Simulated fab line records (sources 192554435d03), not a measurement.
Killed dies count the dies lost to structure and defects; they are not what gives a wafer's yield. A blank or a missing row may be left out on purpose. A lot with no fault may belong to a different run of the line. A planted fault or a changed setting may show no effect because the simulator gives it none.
Chamber matching / flow n5 finfet / N5_DUMMY_GATE_STRIP_41 on rie diel-03: 4 sister chambers
The step strips in O2. 8 wafers are shown with their chamber, then 11 later ones without.

## EACH WAFER AND ITS CHAMBER
wafer=L081.1; chamber=3; drypump motor current A (A)=5.9; throttle valve pct (%)=16.98
wafer=L082.1; chamber=1; drypump motor current A (A)=6.5; throttle valve pct (%)=16.81
wafer=L082.3; chamber=3; drypump motor current A (A)=5.9; throttle valve pct (%)=16.98
wafer=L084.6; chamber=1; drypump motor current A (A)=6.4; throttle valve pct (%)=16.81
wafer=L088.1; chamber=0; drypump motor current A (A)=5.9; throttle valve pct (%)=16.59
wafer=L088.2; chamber=2; drypump motor current A (A)=5.6; throttle valve pct (%)=16.96
wafer=L088.5; chamber=0; drypump motor current A (A)=5.9; throttle valve pct (%)=16.60
wafer=L089.2; chamber=2; drypump motor current A (A)=5.6; throttle valve pct (%)=16.96

## WAFERS WHOSE CHAMBER IS MISSING
wafer=L089.5; drypump motor current A (A)=5.9; throttle valve pct (%)=17.01
wafer=L089.6; drypump motor current A (A)=5.9; throttle valve pct (%)=16.63
wafer=L091.1; drypump motor current A (A)=5.7; throttle valve pct (%)=16.97
wafer=L091.3; drypump motor current A (A)=5.9; throttle valve pct (%)=17.03
wafer=L091.6; drypump motor current A (A)=5.7; throttle valve pct (%)=16.97
wafer=L093.1; drypump motor current A (A)=5.9; throttle valve pct (%)=16.60
wafer=L093.4; drypump motor current A (A)=5.9; throttle valve pct (%)=17.04
wafer=L093.5; drypump motor current A (A)=5.6; throttle valve pct (%)=17.00
wafer=L094.2; drypump motor current A (A)=5.8; throttle valve pct (%)=17.04
wafer=L094.3; drypump motor current A (A)=5.9; throttle valve pct (%)=16.62
wafer=L094.4; drypump motor current A (A)=5.7; throttle valve pct (%)=16.99

## WHICH CHAMBER EACH WENT THROUGH
wafer=L089.5; from the rows above=3; in truth=3
wafer=L089.6; from the rows above=0; in truth=0
wafer=L091.1; from the rows above=2; in truth=2
wafer=L091.3; from the rows above=3; in truth=3
wafer=L091.6; from the rows above=2; in truth=2
wafer=L093.1; from the rows above=0; in truth=0
wafer=L093.4; from the rows above=3; in truth=3
wafer=L093.5; from the rows above=can't be placed: 3 or 2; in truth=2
wafer=L094.2; from the rows above=3; in truth=3
wafer=L094.3; from the rows above=0; in truth=0
wafer=L094.4; from the rows above=3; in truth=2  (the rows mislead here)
9 of 11 placed correctly. These rows do not allow placing 1 (true chamber among the candidates in 1). 1 placed wrongly.
How it was worked out, from the rows above alone: a wafer's distance from a chamber is the root of the sum, over the readings, of the square of ((its reading less the chamber's mean) divided by the reading's scatter). If the next closest chamber is less than 2 further off than the closest, the wafer can't be placed; otherwise it belongs to the closest. The mean given for a chamber averages the wafers shown for that chamber. How the scatter is found: for the shown wafers, subtract from each reading the mean of its chamber, square and add these, divide the total by (wafers less chambers), then take the root.
